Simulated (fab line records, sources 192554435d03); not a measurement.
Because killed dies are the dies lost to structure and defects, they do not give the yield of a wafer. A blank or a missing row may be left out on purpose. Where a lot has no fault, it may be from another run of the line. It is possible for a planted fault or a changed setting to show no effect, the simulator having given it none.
fab line records / flow n5_finfet
record: lots: 13 wafers: 39 last_day: 19
route steps=1938 shown MOL_CONTACT_COAG@604 BEOL_M0_SAQP@636
lots untouched by any fault: they come from a run of this same line in which no faults occurred
start_h: the number of hours between the record's first day and the start of the first shown wafer of the lot / wait_h: time in hours since the lot's previous step / " unchanged from the row above / L1.1+2: a single row standing in for several wafers / - no value, or no start given / * or withheld: withheld / < > ~ a bound
route shown NAME@n: names a module that has steps shown in the file, with the first one's number in the route / usual: the fault-free wafers' mean and standard deviation / same: alike in all rows / chamber/n: place in a boat / sites: per-site readings / _std_site: standard deviation of those values / _edge_site: mean of outer sites minus mean of inner sites / radius_mm: how far each site lies from the wafer's centre / mask NAME#n: copy n / behind: tool/chamber where the wafer was last shaped / hold: cause of the lot's hold/its duration in hours/its outcome / device: which transistor (n, p or np) failed to switch / end of line: tests of these same wafers at the route's end / where a step has no rows: the recipe by itself / killed: not the wafer's yield, but the dies lost to structure and defects at the first sort / map: a wafer's dies, x killed, . not, _ none there
set.NAME: setting as actually run; set.NAME@STEP: the setting as run at that earlier step / model.NAME: the simulator's own value behind a step, which no gauge read
route steps across a sampled set of lots; one table per step, one row per wafer
services: a tool's chamber out of use, with start hour (start_h, from the record's first day; less than 0 if before it), hours out, and reason
== steps ==
step: N5_MOL_CONTACT_COAG_INSPECT_42
recipe: mode: adi inspect_instrument: brightfield
usual: raw_defect_count: 222/51
lot.wafer=L182.2 tool=defect_inspect-02 chamber=- start_h=109.79 wait_h=0.0 raw_defect_count=227
lot.wafer=L182.3 tool=defect_inspect-02 chamber=- start_h=109.79 wait_h=0.0 raw_defect_count=243
lot.wafer=L182.5 tool=defect_inspect-02 chamber=- start_h=109.79 wait_h=0.0 raw_defect_count=259
lot.wafer=L183.3 tool=defect_inspect-02 chamber=- start_h=114.97 wait_h=0.0 raw_defect_count=247
lot.wafer=L183.4 tool=defect_inspect-02 chamber=- start_h=114.97 wait_h=0.0 raw_defect_count=196
lot.wafer=L183.5 tool=defect_inspect-02 chamber=- start_h=114.97 wait_h=0.0 raw_defect_count=148
lot.wafer=L184.2 tool=defect_inspect-02 chamber=- start_h=116.92 wait_h=0.0 raw_defect_count=227
lot.wafer=L184.3 tool=defect_inspect-02 chamber=- start_h=116.92 wait_h=0.0 raw_defect_count=252
lot.wafer=L184.5 tool=defect_inspect-02 chamber=- start_h=116.92 wait_h=0.0 raw_defect_count=242
lot.wafer=L185.3 tool=defect_inspect-01 chamber=- start_h=124.01 wait_h=0.0 raw_defect_count=236
lot.wafer=L185.4 tool=defect_inspect-01 chamber=- start_h=124.01 wait_h=0.0 raw_defect_count=150
lot.wafer=L185.6 tool=defect_inspect-01 chamber=- start_h=124.01 wait_h=0.0 raw_defect_count=192
lot.wafer=L186.1 tool=defect_inspect-02 chamber=- start_h=135.08 wait_h=0.1 raw_defect_count=135
lot.wafer=L186.3 tool=defect_inspect-02 chamber=- start_h=135.08 wait_h=0.1 raw_defect_count=195
lot.wafer=L186.4 tool=defect_inspect-02 chamber=- start_h=135.08 wait_h=0.1 raw_defect_count=162
lot.wafer=L188.4 tool=defect_inspect-02 chamber=- start_h=153.08 wait_h=0.0 raw_defect_count=206
lot.wafer=L188.5 tool=defect_inspect-02 chamber=- start_h=153.08 wait_h=0.0 raw_defect_count=180
lot.wafer=L188.6 tool=defect_inspect-02 chamber=- start_h=153.08 wait_h=0.0 raw_defect_count=266
lot.wafer=L190.1 tool=defect_inspect-01 chamber=- start_h=157.04 wait_h=0.1 raw_defect_count=224
lot.wafer=L190.4 tool=defect_inspect-01 chamber=- start_h=157.04 wait_h=0.1 raw_defect_count=255
lot.wafer=L190.5 tool=defect_inspect-01 chamber=- start_h=157.04 wait_h=0.1 raw_defect_count=291
lot.wafer=L191.4 tool=defect_inspect-02 chamber=- start_h=161.86 wait_h=0.0 raw_defect_count=115
lot.wafer=L191.5 tool=defect_inspect-02 chamber=- start_h=161.86 wait_h=0.0 raw_defect_count=192
lot.wafer=L191.6 tool=defect_inspect-02 chamber=- start_h=161.86 wait_h=0.0 raw_defect_count=161
lot.wafer=L192.1 tool=defect_inspect-01 chamber=- start_h=169.31 wait_h=0.1 raw_defect_count=288
lot.wafer=L192.2 tool=defect_inspect-01 chamber=- start_h=169.31 wait_h=0.1 raw_defect_count=222
lot.wafer=L192.6 tool=defect_inspect-01 chamber=- start_h=169.31 wait_h=0.1 raw_defect_count=240
lot.wafer=L193.2 tool=defect_inspect-02 chamber=- start_h=173.57 wait_h=0.0 raw_defect_count=246
lot.wafer=L193.3 tool=defect_inspect-02 chamber=- start_h=173.57 wait_h=0.0 raw_defect_count=273
lot.wafer=L193.4 tool=defect_inspect-02 chamber=- start_h=173.57 wait_h=0.0 raw_defect_count=272
lot.wafer=L197.1 tool=defect_inspect-01 chamber=- start_h=194.02 wait_h=0.1 raw_defect_count=252
lot.wafer=L197.2 tool=defect_inspect-01 chamber=- start_h=194.02 wait_h=0.1 raw_defect_count=287
lot.wafer=L197.4 tool=defect_inspect-01 chamber=- start_h=194.02 wait_h=0.1 raw_defect_count=233
lot.wafer=L203.2 tool=defect_inspect-01 chamber=- start_h=232.90 wait_h=0.0 raw_defect_count=240
lot.wafer=L203.3 tool=defect_inspect-01 chamber=- start_h=232.90 wait_h=0.0 raw_defect_count=220
lot.wafer=L203.5 tool=defect_inspect-01 chamber=- start_h=232.90 wait_h=0.0 raw_defect_count=237
lot.wafer=L204.2 tool=defect_inspect-01 chamber=- start_h=236.54 wait_h=0.0 raw_defect_count=249
lot.wafer=L204.4 tool=defect_inspect-01 chamber=- start_h=236.54 wait_h=0.0 raw_defect_count=327
lot.wafer=L204.6 tool=defect_inspect-01 chamber=- start_h=236.54 wait_h=0.0 raw_defect_count=302
step: N5_MOL_CONTACT_COAG_CVD_140
recipe: material: W target_thk_a: 665 mode: selective_fill temp_c: 300 time_s: 215
usual: heater_power_w: 503/46 run_length_s: 286.0/0.4
lot.wafer=L182.2 tool=cvd_w-01 chamber=0 start_h=110.92 wait_h=0.1 heater_power_w=483 run_length_s=285.7
lot.wafer=L182.3 tool=cvd_w-01 chamber=0 start_h=110.92 wait_h=0.1 heater_power_w=462 run_length_s=285.6
lot.wafer=L182.5 tool=cvd_w-01 chamber=0 start_h=110.92 wait_h=0.1 heater_power_w=471 run_length_s=285.8
lot.wafer=L183.3 tool=cvd_w-02 chamber=1 start_h=116.21 wait_h=0.1 heater_power_w=565 run_length_s=286.8
lot.wafer=L183.4 tool=cvd_w-02 chamber=0 start_h=116.21 wait_h=0.1 heater_power_w=490 run_length_s=285.6
lot.wafer=L183.5 tool=cvd_w-02 chamber=1 start_h=116.21 wait_h=0.1 heater_power_w=573 run_length_s=286.2
lot.wafer=L184.2 tool=cvd_w-01 chamber=0 start_h=117.90 wait_h=0.1 heater_power_w=462 run_length_s=286.5
lot.wafer=L184.3 tool=cvd_w-01 chamber=1 start_h=117.90 wait_h=0.1 heater_power_w=472 run_length_s=285.8
lot.wafer=L184.5 tool=cvd_w-01 chamber=0 start_h=117.90 wait_h=0.1 heater_power_w=475 run_length_s=285.4
lot.wafer=L185.3 tool=cvd_w-02 chamber=1 start_h=125.12 wait_h=0.1 heater_power_w=574 run_length_s=286.5
lot.wafer=L185.4 tool=cvd_w-02 chamber=0 start_h=125.12 wait_h=0.1 heater_power_w=493 run_length_s=285.6
lot.wafer=L185.6 tool=cvd_w-02 chamber=0 start_h=125.12 wait_h=0.1 heater_power_w=486 run_length_s=286.4
lot.wafer=L186.1 tool=cvd_w-02 chamber=0 start_h=136.51 wait_h=0.1 heater_power_w=497 run_length_s=285.9
lot.wafer=L186.3 tool=cvd_w-02 chamber=0 start_h=136.51 wait_h=0.1 heater_power_w=487 run_length_s=285.7
lot.wafer=L186.4 tool=cvd_w-02 chamber=1 start_h=136.51 wait_h=0.1 heater_power_w=590 run_length_s=286.1
lot.wafer=L188.4 tool=cvd_w-01 chamber=0 start_h=154.82 wait_h=0.1 heater_power_w=474 run_length_s=285.9
lot.wafer=L188.5 tool=cvd_w-01 chamber=1 start_h=154.82 wait_h=0.1 heater_power_w=468 run_length_s=286.0
lot.wafer=L188.6 tool=cvd_w-01 chamber=0 start_h=154.82 wait_h=0.1 heater_power_w=476 run_length_s=286.0
lot.wafer=L190.1 tool=cvd_w-02 chamber=0 start_h=158.04 wait_h=0.1 heater_power_w=472 run_length_s=285.8
lot.wafer=L190.4 tool=cvd_w-02 chamber=1 start_h=158.04 wait_h=0.1 heater_power_w=573 run_length_s=286.1
lot.wafer=L190.5 tool=cvd_w-02 chamber=1 start_h=158.04 wait_h=0.1 heater_power_w=575 run_length_s=286.8
lot.wafer=L191.4 tool=cvd_w-01 chamber=0 start_h=162.93 wait_h=0.1 heater_power_w=487 run_length_s=285.7
lot.wafer=L191.5 tool=cvd_w-01 chamber=1 start_h=162.93 wait_h=0.1 heater_power_w=469 run_length_s=286.1
lot.wafer=L191.6 tool=cvd_w-01 chamber=0 start_h=162.93 wait_h=0.1 heater_power_w=490 run_length_s=285.6
lot.wafer=L192.1 tool=cvd_w-01 chamber=0 start_h=170.35 wait_h=0.1 heater_power_w=477 run_length_s=285.4
lot.wafer=L192.2 tool=cvd_w-01 chamber=1 start_h=170.35 wait_h=0.1 heater_power_w=461 run_length_s=286.1
lot.wafer=L192.6 tool=cvd_w-01 chamber=1 start_h=170.35 wait_h=0.1 heater_power_w=465 run_length_s=286.5
lot.wafer=L193.2 tool=cvd_w-01 chamber=1 start_h=175.07 wait_h=0.1 heater_power_w=472 run_length_s=490.0
lot.wafer=L193.3 tool=cvd_w-01 chamber=0 start_h=175.07 wait_h=0.1 heater_power_w=474 run_length_s=285.9
lot.wafer=L193.4 tool=cvd_w-01 chamber=1 start_h=175.07 wait_h=0.1 heater_power_w=465 run_length_s=489.9
lot.wafer=L197.1 tool=cvd_w-01 chamber=0 start_h=195.21 wait_h=0.1 heater_power_w=483 run_length_s=285.9
lot.wafer=L197.2 tool=cvd_w-01 chamber=1 start_h=195.21 wait_h=0.1 heater_power_w=459 run_length_s=489.8
lot.wafer=L197.4 tool=cvd_w-01 chamber=1 start_h=195.21 wait_h=0.1 heater_power_w=472 run_length_s=490.2
lot.wafer=L203.2 tool=cvd_w-02 chamber=1 start_h=233.89 wait_h=0.1 heater_power_w=577 run_length_s=286.6
lot.wafer=L203.3 tool=cvd_w-02 chamber=0 start_h=233.89 wait_h=0.1 heater_power_w=482 run_length_s=286.2
lot.wafer=L203.5 tool=cvd_w-02 chamber=1 start_h=233.89 wait_h=0.1 heater_power_w=570 run_length_s=286.2
lot.wafer=L204.2 tool=cvd_w-02 chamber=0 start_h=237.69 wait_h=0.1 heater_power_w=500 run_length_s=285.8
lot.wafer=L204.4 tool=cvd_w-02 chamber=0 start_h=237.69 wait_h=0.1 heater_power_w=486 run_length_s=285.8
lot.wafer=L204.6 tool=cvd_w-02 chamber=0 start_h=237.69 wait_h=0.1 heater_power_w=485 run_length_s=285.5
step: N5_MOL_CONTACT_COAG_THK_MEAS_53
recipe: reads: SiO2_of_MOL_CONTACT_COAG_PECVD_31
usual: VIA_MOL_THK: 44.1/0.6
lot.wafer=L182.2 tool=film_metro-01 chamber=- start_h=111.53 wait_h=- VIA_MOL_THK[nm]=43.6
lot.wafer=L182.3 tool=film_metro-01 chamber=- start_h=111.53 wait_h=- VIA_MOL_THK[nm]=44.8
lot.wafer=L182.5 tool=film_metro-01 chamber=- start_h=111.53 wait_h=- VIA_MOL_THK[nm]=44.8
lot.wafer=L183.3 tool=film_metro-01 chamber=- start_h=116.75 wait_h=- VIA_MOL_THK[nm]=43.4
lot.wafer=L183.4 tool=film_metro-01 chamber=- start_h=116.75 wait_h=- VIA_MOL_THK[nm]=44.1
lot.wafer=L183.5 tool=film_metro-01 chamber=- start_h=116.75 wait_h=- VIA_MOL_THK[nm]=44.2
lot.wafer=L184.2 tool=film_metro-02 chamber=- start_h=118.57 wait_h=- VIA_MOL_THK[nm]=43.7
lot.wafer=L184.3 tool=film_metro-02 chamber=- start_h=118.57 wait_h=- VIA_MOL_THK[nm]=43.8
lot.wafer=L184.5 tool=film_metro-02 chamber=- start_h=118.57 wait_h=- VIA_MOL_THK[nm]=44.2
lot.wafer=L185.3 tool=film_metro-01 chamber=- start_h=125.65 wait_h=- VIA_MOL_THK[nm]=44.4
lot.wafer=L185.4 tool=film_metro-01 chamber=- start_h=125.65 wait_h=- VIA_MOL_THK[nm]=44.8
lot.wafer=L185.6 tool=film_metro-01 chamber=- start_h=125.65 wait_h=- VIA_MOL_THK[nm]=45.0
lot.wafer=L186.1 tool=film_metro-02 chamber=- start_h=137.12 wait_h=- VIA_MOL_THK[nm]=43.5
lot.wafer=L186.3 tool=film_metro-02 chamber=- start_h=137.12 wait_h=- VIA_MOL_THK[nm]=43.2
lot.wafer=L186.4 tool=film_metro-02 chamber=- start_h=137.12 wait_h=- VIA_MOL_THK[nm]=44.6
lot.wafer=L188.4 tool=film_metro-02 chamber=- start_h=155.35 wait_h=- VIA_MOL_THK[nm]=43.9
lot.wafer=L188.5 tool=film_metro-02 chamber=- start_h=155.35 wait_h=- VIA_MOL_THK[nm]=45.1
lot.wafer=L188.6 tool=film_metro-02 chamber=- start_h=155.35 wait_h=- VIA_MOL_THK[nm]=43.6
lot.wafer=L190.1 tool=film_metro-02 chamber=- start_h=158.71 wait_h=- VIA_MOL_THK[nm]=43.3
lot.wafer=L190.4 tool=film_metro-02 chamber=- start_h=158.71 wait_h=- VIA_MOL_THK[nm]=44.8
lot.wafer=L190.5 tool=film_metro-02 chamber=- start_h=158.71 wait_h=- VIA_MOL_THK[nm]=44.0
lot.wafer=L191.4 tool=film_metro-01 chamber=- start_h=163.47 wait_h=- VIA_MOL_THK[nm]=43.4
lot.wafer=L191.5 tool=film_metro-01 chamber=- start_h=163.47 wait_h=- VIA_MOL_THK[nm]=43.6
lot.wafer=L191.6 tool=film_metro-01 chamber=- start_h=163.47 wait_h=- VIA_MOL_THK[nm]=43.9
lot.wafer=L192.1 tool=film_metro-01 chamber=- start_h=170.97 wait_h=- VIA_MOL_THK[nm]=44.1
lot.wafer=L192.2 tool=film_metro-01 chamber=- start_h=170.97 wait_h=- VIA_MOL_THK[nm]=43.9
lot.wafer=L192.6 tool=film_metro-01 chamber=- start_h=170.97 wait_h=- VIA_MOL_THK[nm]=44.8
lot.wafer=L193.2 tool=film_metro-02 chamber=- start_h=175.68 wait_h=- VIA_MOL_THK[nm]=44.1
lot.wafer=L193.3 tool=film_metro-02 chamber=- start_h=175.68 wait_h=- VIA_MOL_THK[nm]=44.0
lot.wafer=L193.4 tool=film_metro-02 chamber=- start_h=175.68 wait_h=- VIA_MOL_THK[nm]=44.4
lot.wafer=L197.1 tool=film_metro-01 chamber=- start_h=195.82 wait_h=- VIA_MOL_THK[nm]=43.7
lot.wafer=L197.2 tool=film_metro-01 chamber=- start_h=195.82 wait_h=- VIA_MOL_THK[nm]=43.6
lot.wafer=L197.4 tool=film_metro-01 chamber=- start_h=195.82 wait_h=- VIA_MOL_THK[nm]=44.0
lot.wafer=L203.2 tool=film_metro-02 chamber=- start_h=234.51 wait_h=- VIA_MOL_THK[nm]=43.3
lot.wafer=L203.3 tool=film_metro-02 chamber=- start_h=234.51 wait_h=- VIA_MOL_THK[nm]=44.3
lot.wafer=L203.5 tool=film_metro-02 chamber=- start_h=234.51 wait_h=- VIA_MOL_THK[nm]=43.7
lot.wafer=L204.2 tool=film_metro-02 chamber=- start_h=238.31 wait_h=- VIA_MOL_THK[nm]=43.6
lot.wafer=L204.4 tool=film_metro-02 chamber=- start_h=238.31 wait_h=- VIA_MOL_THK[nm]=44.0
lot.wafer=L204.6 tool=film_metro-02 chamber=- start_h=238.31 wait_h=- VIA_MOL_THK[nm]=44.2
step: N5_BEOL_M0_SAQP_PECVD_96
recipe: material: a-Si target_thk_a: 450 temp_c: 350 precursor: SiH4/He pressure_torr: 3 rf_w: 100 time_s: 45.2
usual: chamber_pressure_Torr: 3.000/0.0063 heater_power_w: 614/67 showerhead_plenum_p_Torr: 5.64/0.048 throttle_valve_pct: 18.4/0.87
lot.wafer=L182.2 tool=pecvd-02 chamber=1 start_h=115.41 wait_h=0.0 chamber_pressure_Torr=3.004 heater_power_w=617 showerhead_plenum_p_Torr=5.66 throttle_valve_pct=17.7
lot.wafer=L182.3 tool=pecvd-02 chamber=2 start_h=115.41 wait_h=0.0 chamber_pressure_Torr=2.995 heater_power_w=597 showerhead_plenum_p_Torr=5.63 throttle_valve_pct=18.4
lot.wafer=L182.5 tool=pecvd-02 chamber=0 start_h=115.41 wait_h=0.0 chamber_pressure_Torr=3.005 heater_power_w=524 showerhead_plenum_p_Torr=5.65 throttle_valve_pct=18.6
lot.wafer=L183.3 tool=pecvd-02 chamber=0 start_h=121.63 wait_h=0.0 chamber_pressure_Torr=3.006 heater_power_w=522 showerhead_plenum_p_Torr=5.64 throttle_valve_pct=18.2
lot.wafer=L183.4 tool=pecvd-02 chamber=1 start_h=121.63 wait_h=0.0 chamber_pressure_Torr=2.992 heater_power_w=637 showerhead_plenum_p_Torr=5.67 throttle_valve_pct=17.7
lot.wafer=L183.5 tool=pecvd-02 chamber=2 start_h=121.63 wait_h=0.0 chamber_pressure_Torr=2.998 heater_power_w=607 showerhead_plenum_p_Torr=5.63 throttle_valve_pct=18.2
lot.wafer=L184.2 tool=pecvd-01 chamber=2 start_h=128.17 wait_h=0.0 chamber_pressure_Torr=3.001 heater_power_w=636 showerhead_plenum_p_Torr=5.65 throttle_valve_pct=17.3
lot.wafer=L184.3 tool=pecvd-01 chamber=1 start_h=128.17 wait_h=0.0 chamber_pressure_Torr=3.002 heater_power_w=657 showerhead_plenum_p_Torr=5.71 throttle_valve_pct=20.6
lot.wafer=L184.5 tool=pecvd-01 chamber=1 start_h=128.17 wait_h=0.0 chamber_pressure_Torr=3.001 heater_power_w=632 showerhead_plenum_p_Torr=5.71 throttle_valve_pct=20.5
lot.wafer=L185.3 tool=pecvd-02 chamber=0 start_h=129.90 wait_h=0.0 chamber_pressure_Torr=2.996 heater_power_w=519 showerhead_plenum_p_Torr=5.65 throttle_valve_pct=18.6
lot.wafer=L185.4 tool=pecvd-02 chamber=1 start_h=129.90 wait_h=0.0 chamber_pressure_Torr=2.997 heater_power_w=612 showerhead_plenum_p_Torr=5.68 throttle_valve_pct=17.7
lot.wafer=L185.6 tool=pecvd-02 chamber=2 start_h=129.90 wait_h=0.0 chamber_pressure_Torr=3.004 heater_power_w=567 showerhead_plenum_p_Torr=5.62 throttle_valve_pct=18.1
lot.wafer=L186.1 tool=pecvd-02 chamber=1 start_h=141.47 wait_h=0.0 chamber_pressure_Torr=3.004 heater_power_w=637 showerhead_plenum_p_Torr=5.67 throttle_valve_pct=17.9
lot.wafer=L186.3 tool=pecvd-02 chamber=0 start_h=141.47 wait_h=0.0 chamber_pressure_Torr=2.999 heater_power_w=507 showerhead_plenum_p_Torr=5.63 throttle_valve_pct=18.5
lot.wafer=L186.4 tool=pecvd-02 chamber=1 start_h=141.47 wait_h=0.0 chamber_pressure_Torr=2.999 heater_power_w=646 showerhead_plenum_p_Torr=5.67 throttle_valve_pct=17.4
lot.wafer=L188.4 tool=pecvd-01 chamber=1 start_h=159.80 wait_h=0.0 chamber_pressure_Torr=3.014 heater_power_w=662 showerhead_plenum_p_Torr=5.70 throttle_valve_pct=20.7
lot.wafer=L188.5 tool=pecvd-01 chamber=0 start_h=159.80 wait_h=0.0 chamber_pressure_Torr=3.004 heater_power_w=694 showerhead_plenum_p_Torr=5.63 throttle_valve_pct=17.3
lot.wafer=L188.6 tool=pecvd-01 chamber=2 start_h=159.80 wait_h=0.0 chamber_pressure_Torr=2.989 heater_power_w=672 showerhead_plenum_p_Torr=5.67 throttle_valve_pct=17.8
lot.wafer=L190.1 tool=pecvd-04 chamber=2 start_h=165.21 wait_h=0.0 chamber_pressure_Torr=3.000 heater_power_w=541 showerhead_plenum_p_Torr=5.66 throttle_valve_pct=18.3
lot.wafer=L190.4 tool=pecvd-04 chamber=1 start_h=165.21 wait_h=0.0 chamber_pressure_Torr=3.005 heater_power_w=569 showerhead_plenum_p_Torr=5.60 throttle_valve_pct=18.4
lot.wafer=L190.5 tool=pecvd-04 chamber=0 start_h=165.21 wait_h=0.0 chamber_pressure_Torr=3.001 heater_power_w=570 showerhead_plenum_p_Torr=5.54 throttle_valve_pct=18.3
lot.wafer=L191.4 tool=pecvd-01 chamber=0 start_h=168.20 wait_h=0.0 chamber_pressure_Torr=3.000 heater_power_w=693 showerhead_plenum_p_Torr=5.63 throttle_valve_pct=17.5
lot.wafer=L191.5 tool=pecvd-01 chamber=1 start_h=168.20 wait_h=0.0 chamber_pressure_Torr=2.999 heater_power_w=713 showerhead_plenum_p_Torr=5.72 throttle_valve_pct=20.3
lot.wafer=L191.6 tool=pecvd-01 chamber=2 start_h=168.20 wait_h=0.0 chamber_pressure_Torr=3.009 heater_power_w=746 showerhead_plenum_p_Torr=5.66 throttle_valve_pct=17.8
lot.wafer=L192.1 tool=pecvd-01 chamber=1 start_h=176.12 wait_h=0.0 chamber_pressure_Torr=3.002 heater_power_w=616 showerhead_plenum_p_Torr=5.73 throttle_valve_pct=20.4
lot.wafer=L192.2 tool=pecvd-01 chamber=2 start_h=176.12 wait_h=0.0 chamber_pressure_Torr=3.006 heater_power_w=654 showerhead_plenum_p_Torr=5.66 throttle_valve_pct=18.1
lot.wafer=L192.6 tool=pecvd-01 chamber=1 start_h=176.12 wait_h=0.0 chamber_pressure_Torr=2.993 heater_power_w=627 showerhead_plenum_p_Torr=5.70 throttle_valve_pct=20.6
lot.wafer=L193.2 tool=pecvd-02 chamber=0 start_h=181.86 wait_h=0.0 chamber_pressure_Torr=2.996 heater_power_w=534 showerhead_plenum_p_Torr=5.63 throttle_valve_pct=18.7
lot.wafer=L193.3 tool=pecvd-02 chamber=1 start_h=181.86 wait_h=0.0 chamber_pressure_Torr=3.001 heater_power_w=560 showerhead_plenum_p_Torr=5.66 throttle_valve_pct=17.7
lot.wafer=L193.4 tool=pecvd-02 chamber=0 start_h=181.86 wait_h=0.0 chamber_pressure_Torr=3.006 heater_power_w=514 showerhead_plenum_p_Torr=5.64 throttle_valve_pct=18.3
lot.wafer=L197.1 tool=pecvd-04 chamber=2 start_h=201.77 wait_h=0.0 chamber_pressure_Torr=2.993 heater_power_w=588 showerhead_plenum_p_Torr=5.66 throttle_valve_pct=18.3
lot.wafer=L197.2 tool=pecvd-04 chamber=0 start_h=201.77 wait_h=0.0 chamber_pressure_Torr=2.998 heater_power_w=608 showerhead_plenum_p_Torr=5.54 throttle_valve_pct=18.3
lot.wafer=L197.4 tool=pecvd-04 chamber=2 start_h=201.77 wait_h=0.0 chamber_pressure_Torr=2.995 heater_power_w=606 showerhead_plenum_p_Torr=5.65 throttle_valve_pct=18.7
lot.wafer=L203.2 tool=pecvd-02 chamber=0 start_h=241.10 wait_h=0.0 chamber_pressure_Torr=3.011 heater_power_w=548 showerhead_plenum_p_Torr=5.64 throttle_valve_pct=18.6
lot.wafer=L203.3 tool=pecvd-02 chamber=1 start_h=241.10 wait_h=0.0 chamber_pressure_Torr=3.010 heater_power_w=617 showerhead_plenum_p_Torr=5.65 throttle_valve_pct=17.6
lot.wafer=L203.5 tool=pecvd-02 chamber=2 start_h=241.10 wait_h=0.0 chamber_pressure_Torr=2.997 heater_power_w=727 showerhead_plenum_p_Torr=5.62 throttle_valve_pct=17.5
lot.wafer=L204.2 tool=pecvd-01 chamber=0 start_h=242.12 wait_h=0.0 chamber_pressure_Torr=2.995 heater_power_w=703 showerhead_plenum_p_Torr=5.66 throttle_valve_pct=17.5
lot.wafer=L204.4 tool=pecvd-01 chamber=1 start_h=242.12 wait_h=0.0 chamber_pressure_Torr=2.993 heater_power_w=662 showerhead_plenum_p_Torr=5.70 throttle_valve_pct=20.5
lot.wafer=L204.6 tool=pecvd-01 chamber=2 start_h=242.12 wait_h=0.0 chamber_pressure_Torr=2.996 heater_power_w=674 showerhead_plenum_p_Torr=5.67 throttle_valve_pct=17.6
== services ==
tool=cvd_w-01 chamber=- start_h=115.34 hours=0.8 kind=repair
tool=pecvd-04 chamber=- start_h=173.70 hours=14.6 kind=pm
tool=pecvd-02 chamber=0 start_h=192.04 hours=5.5 kind=scheduled_down
tool=pecvd-01 chamber=0 start_h=201.42 hours=29.6 kind=repair
tool=pecvd-02 chamber=2 start_h=202.38 hours=- kind=clean
tool=pecvd-02 chamber=2 start_h=202.38 hours=- kind=consumable_replace:showerhead
tool=pecvd-02 chamber=2 start_h=202.38 hours=29.0 kind=scheduled_down
tool=pecvd-02 chamber=2 start_h=202.38 hours=29.0 kind=vent_cycle
tool=cvd_w-02 chamber=0 start_h=202.41 hours=1.3 kind=repair
tool=cvd_w-01 chamber=- start_h=218.31 hours=2.8 kind=pm
tool=cvd_w-02 chamber=- start_h=227.48 hours=2.8 kind=pm
tool=pecvd-02 chamber=2 start_h=238.08 hours=2.1 kind=scheduled_down
== key ==
first_sign: step: N5_MOL_CONTACT_COAG_CVD_140 reading: run_length_s direction: up sigmas: 99+ usual: * struck: *
effect none on later readings
met_at N5_MOL_CONTACT_COAG_CVD_140
struck_lots L193,L197
struck_wafers L193.2,L193.4,L197.2,L197.4
tester_left_out L193,L197
not_acting_at N5_MOL_CONTACT_COAG_INSPECT_42,N5_MOL_CONTACT_COAG_THK_MEAS_53,N5_BEOL_M0_SAQP_PECVD_96
onset_between 170.35 175.07
fault: kind: process_parameter_drift tool: cvd_w-01 chamber: 1 onset_h: 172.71 steps: N5_MOL_CONTACT_COAG_CVD_140 channel: time_s offset: * shape: step end_h: 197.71 acts_in: * stated: *
tester_left_out: of these lots the tester's yield and bins aren't shown, on N5 and GAA mostly nor the transistor test; their killed dies are dies lost to structure and defects alone, not to doping, threshold or leakage, so they don't give the yield
